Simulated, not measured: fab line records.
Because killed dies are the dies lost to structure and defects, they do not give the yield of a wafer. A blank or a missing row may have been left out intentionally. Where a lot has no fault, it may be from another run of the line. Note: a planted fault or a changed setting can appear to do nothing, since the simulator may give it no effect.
Which tool did it? -- flow nand-harc -- 13 lots with 39 wafers sampled at 4 steps, on a route of 1302 steps

## WHAT EACH GAUGE READ, for each wafer
NHARC_A_ONON_D1_THK_MEAS_24: measures by ellipsometry. Usual: thk-nm reads 1002 nm (standard deviation 7.7).
lot,measured,on,thk-nm (nm),flag
L851,day 8 20:12,film-metro-02,1007 1007 1006,
L852,day 9 10:46,film-metro-02,1019 1021 1021,
L853,day 9 10:47,film-metro-01,1001 1001 1001,
L854,day 10 05:30,film-metro-01,996 997 996,
L860,day 12 16:56,film-metro-01,981 979 979,
L864,day 14 11:52,film-metro-01,999 998 1001,
L865,day 14 21:08,film-metro-01,1009 1008 1007,
L866,day 15 14:15,film-metro-01,992 991 992,
L867,day 15 14:13,film-metro-02,1002 1002 1002,
L868,day 16 07:22,film-metro-01,996 996 995,
L869,day 16 19:15,film-metro-01,1001 1002 1000,
L871,day 17 19:16,film-metro-02,1012 1013 1014,
L872,day 17 19:15,film-metro-01,1003 1003 1001,

## EACH LOT AND THE TOOL THAT RAN IT (in order: tool; ch and the chambers of the sampled wafers; start)
lot,NHARC_P_BONDPAD_ETCH_12,NHARC_P_BONDPAD_ACTIVATE_29,NHARC_A_ONON_D1_DEP_22
L851,"rie-diel-06 ch 0,2,3, day 7 08:48 or earlier","rie-diel-06 ch 0,2, day 7 08:48","pecvd-onon-04 ch 0, day 8 19:41"
L852,"rie-diel-04 ch 2,3, day 8 00:19 or earlier","rie-diel-04 ch 1,2,3, day 8 00:19","pecvd-onon-03 ch 0, day 9 10:16"
L853,"rie-diel-02 ch 1,2,3, day 8 01:17 or earlier","rie-diel-02 ch 0,1, day 8 01:17","pecvd-onon-01 ch 0, day 9 10:16"
L854,"rie-diel-06 ch 0,2, day 8 13:37 or earlier","rie-diel-02 ch 0,2,3, day 8 13:37","pecvd-onon-04 ch 0, day 10 04:59"
L860,"rie-diel-04 ch 0,2,3, day 11 02:32 or earlier","rie-diel-04 ch 0,1, day 11 02:32","pecvd-onon-04 ch 0, day 12 16:36"
L864,"rie-diel-02 ch 0,2,3, day 12 22:32 or earlier","rie-diel-04 ch 0,2,3, day 12 22:32","pecvd-onon-03 ch 0, day 14 11:24"
L865,"rie-diel-06 ch 0,1,3, day 13 08:34 or earlier","rie-diel-04 ch 0,2,3, day 13 08:34","pecvd-onon-03 ch 0, day 14 20:36"
L866,"rie-diel-02 ch 0,3, day 13 23:41 or earlier","rie-diel-04 ch 0,1, day 13 23:41","pecvd-onon-01 ch 0, day 15 13:50"
L867,"rie-diel-04 ch 0,2,3, day 14 00:32 or earlier","rie-diel-02 ch 0,1,3, day 14 00:32","pecvd-onon-03 ch 0, day 15 13:42"
L868,"rie-diel-04 ch 0,1,2, day 14 17:26 or earlier","rie-diel-02 ch 0,1,3, day 14 17:26","pecvd-onon-04 ch 0, day 16 07:01"
L869,"rie-diel-06 ch 0,3, day 15 04:52 or earlier","rie-diel-06 ch 0,1,2, day 15 04:52","pecvd-onon-04 ch 0, day 16 18:48"
L871,"rie-diel-02 ch 2,3, day 15 21:43 or earlier","rie-diel-06 ch 0,1,3, day 15 21:43","pecvd-onon-01 ch 0, day 17 18:45"
L872,"rie-diel-06 ch 0,1,2, day 16 08:52 or earlier","rie-diel-04 ch 0,1,3, day 16 08:52","pecvd-onon-03 ch 0, day 17 18:44"
- NHARC_P_BONDPAD_ETCH_12: etches the open film in CHF3/O2, target depth 200 nm, time 100 s.
- NHARC_P_BONDPAD_ACTIVATE_29: chemistry N2, time 60 s.
- NHARC_A_ONON_D1_DEP_22: target thk 1000 nm.

## WHAT THE TOOLS THEMSELVES READ (means of the sampled wafers that have a number; where no wafer has one, the mark that the record gives instead)
NHARC_P_BONDPAD_ETCH_12. Usual: drypump-motor-current-A 5.70 A, standard deviation 0.27; oes-product-au 0.941 a.u., standard deviation 0.023; rf-vpp-V 369.2 V, standard deviation 2.3; showerhead-plenum-p-Torr 2.34 Torr, standard deviation 0.095; throttle-valve-pct 20.572 %, standard deviation 0.0088.
lot,tool,drypump-motor-current-A (A),oes-product-au (a.u.),rf-vpp-V (V),showerhead-plenum-p-Torr (Torr),throttle-valve-pct (%),flag
L851,rie-diel-06,5.73,0.972,367.8,2.27,20.574,
L852,rie-diel-04,5.47,0.915,371.3,2.44,20.565,
L853,rie-diel-02,5.81,0.922,368.7,2.31,20.569,
L854,rie-diel-06,5.86,0.927,368.1,2.27,20.576,
L860,rie-diel-04,5.62,0.924,370.6,2.41,20.572,
L864,rie-diel-02,5.83,0.922,368.3,2.32,20.573,
L865,rie-diel-06,5.70,0.930,366.6,2.26,20.572,
L866,rie-diel-02,5.71,0.970,369.6,2.34,20.565,
L867,rie-diel-04,5.63,0.922,371.1,2.41,20.574,
L868,rie-diel-04,5.48,0.966,368.7,2.34,20.579,
L869,rie-diel-06,5.75,0.981,367.9,2.27,20.566,
L871,rie-diel-02,5.79,0.961,368.1,2.30,20.574,
L872,rie-diel-06,5.82,0.930,368.8,2.27,20.569,

NHARC_P_BONDPAD_ACTIVATE_29. Usual: drypump-motor-current-A 5.69 A, standard deviation 0.27; oes-product-au 1.001 a.u., standard deviation 0.0092; rf-vpp-V 63.8 V, standard deviation 0.89; showerhead-plenum-p-Torr 1.73 Torr, standard deviation 0.074.
lot,tool,drypump-motor-current-A (A),oes-product-au (a.u.),rf-vpp-V (V),showerhead-plenum-p-Torr (Torr),flag
L851,rie-diel-06,5.84,1.000,63.4,1.67,
L852,rie-diel-04,5.59,0.992,63.0,1.79,
L853,rie-diel-02,5.68,0.996,63.3,1.73,
L854,rie-diel-02,5.86,1.002,64.0,1.70,
L860,rie-diel-04,5.65,1.011,63.3,1.69,
L864,rie-diel-04,5.64,1.010,64.5,1.77,
L865,rie-diel-04,5.64,1.011,64.3,1.77,
L866,rie-diel-04,5.60,1.001,63.8,1.71,
L867,rie-diel-02,5.67,1.006,63.6,1.72,
L868,rie-diel-02,5.64,0.996,64.7,1.72,
L869,rie-diel-06,5.82,1.010,63.4,1.66,
L871,rie-diel-06,5.71,1.000,63.7,1.66,
L872,rie-diel-04,5.76,0.998,64.4,1.77,

NHARC_A_ONON_D1_DEP_22. Usual: sih4-flow-sccm reads 210.0 sccm (standard deviation 0.7).
lot,tool,sih4-flow-sccm (sccm),flag
L851,pecvd-onon-04,209.7,
L852,pecvd-onon-03,210.5,
L853,pecvd-onon-01,210.2,
L854,pecvd-onon-04,209.8,
L860,pecvd-onon-04,210.7,
L864,pecvd-onon-03,210.1,
L865,pecvd-onon-03,208.8,
L866,pecvd-onon-01,209.9,
L867,pecvd-onon-03,210.4,
L868,pecvd-onon-04,209.4,
L869,pecvd-onon-04,210.2,
L871,pecvd-onon-01,210.1,
L872,pecvd-onon-03,210.1,

## THE ANSWER, worked out from the rows above alone
Rule: a lot counts as off when the mean over its wafers that have a number is more than 3 standard deviations away from the usual mean. Also off: a lot with no number at a reading for which 4 or more lots have one. Where the step has rows for the other lots, those lots are counted as sound. After the gauges, taken in route order, come the tools' own readings; for these a lot's mean is taken, as printed above. The first step at which some lot is off is used, and at that step the reading that is off furthest; a lot without a number counts as furthest.
Across all readings shown, no lot is off: no conclusion can be drawn from this.

## WHAT WAS PUT IN BY THE SIMULATOR
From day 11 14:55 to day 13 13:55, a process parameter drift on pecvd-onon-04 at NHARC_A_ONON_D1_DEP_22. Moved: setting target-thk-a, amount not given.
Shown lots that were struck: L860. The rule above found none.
